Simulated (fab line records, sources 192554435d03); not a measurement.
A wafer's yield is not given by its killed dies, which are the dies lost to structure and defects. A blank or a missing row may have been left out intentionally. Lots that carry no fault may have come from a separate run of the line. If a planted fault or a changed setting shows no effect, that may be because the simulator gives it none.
Chamber matching | flow n5-finfet | 4 sister chambers for N5_BEOL_M9_VIA_ETCH_34 on rie-diel-02
The step etches SiCOH lowk in C4F6/O2, target depth 182.4 nm, time 68.4 s. 4 wafers are shown with their chamber, then 7 later ones without.

WAFERS WITH THEIR CHAMBER
wafer  | chamber | drypump-motor-current-A (A)
L603.2 | 1       | 4.9
L603.3 | 0       | 5.3
L603.5 | 3       | 5.6
L600.5 | 2       | 6.1

WAFERS WITH NO CHAMBER GIVEN
wafer  | drypump-motor-current-A (A)
L600.6 | 4.9
L604.4 | 6.0
L604.5 | 4.9
L604.6 | 5.3
L607.1 | 5.3
L607.3 | 6.1
L607.4 | 5.3

THE CHAMBER EACH PASSED THROUGH
wafer  | from the rows above | in truth
L600.6 | 1                   | 1
L604.4 | 2                   | 2
L604.5 | 1                   | 1
L604.6 | 0                   | 0
L607.1 | 0                   | 0
L607.3 | 2                   | 2
L607.4 | 0                   | 0
7 of 7 placed correctly. Left unplaced by these rows: 0. Number placed wrongly: 0.
How it was worked out, from the rows above alone: a wafer's distance from a chamber is the root of the sum, over the readings, of the square of ((its reading less the chamber's mean) divided by the reading's scatter). The wafer belongs to the nearest chamber; if the next one is less than 2 further off, it can't be placed. The mean given for a chamber averages the wafers shown for that chamber. The scatter: with one shown wafer a chamber, the root of the mean of the squares of how far each hidden wafer lies from its nearest shown one.
